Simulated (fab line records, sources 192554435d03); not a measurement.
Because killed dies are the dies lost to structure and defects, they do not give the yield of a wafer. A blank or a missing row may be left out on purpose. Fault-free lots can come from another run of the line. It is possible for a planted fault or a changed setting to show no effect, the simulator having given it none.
Which tool did it?    flow n5_finfet    11 lots, 33 wafers sampled, at 1 step of a route of 1938

## WHAT EACH GAUGE READ, for each wafer
N5_BEOL_M3_RS_MEAS_58: measurement is done with a four-point probe.
lot   measured      on             M3_RS (ohm/sq)
L076  day 7 20:35   film_metro-01  0.68 0.70 0.66
L077  day 8 03:49   film_metro-02  0.69 0.72 0.63
L079  day 8 12:41   film_metro-01  0.77 0.72 0.66
L081  day 9 00:13   film_metro-01  0.71 0.66 0.63
L083  day 9 11:56   film_metro-02  0.70 0.66 0.65
L085  day 10 03:26  film_metro-02  0.73 0.75 0.66
L087  day 10 15:56  film_metro-02  0.72 0.66 0.65
L089  day 10 23:03  film_metro-01  0.72 0.69 0.64
L091  day 11 08:10  film_metro-02  0.76 0.74 0.69
L093  day 11 20:38  film_metro-02  0.73 0.66 0.71
L095  day 12 21:10  film_metro-02  0.66 0.70 0.68

## EACH LOT AND THE TOOL THAT RAN IT (in order: tool; ch and the chambers of the sampled wafers; start)
There is no process step in the record ahead of these readings.

## THE ANSWER, worked out from the rows above alone
Rule: the usual values come from the lots themselves. The widest of any qualifying gaps counts: lots, ordered by their means at a reading, are off when they make up no more than a third of the lots, leave a main group of 4 or more, and stand apart from it by 3 or more times the standard deviation of that group's means. The tables above print the reading to a certain number of digits; a main group whose means all agree to those digits is not used. A lot without any number at a reading at which 4 lots or more have one is off too. The other lots that the step has rows for count as sound.
No lot is off at any reading shown: from this, nothing can be told.

## WHAT HAD BEEN PUT IN BY THE SIMULATOR
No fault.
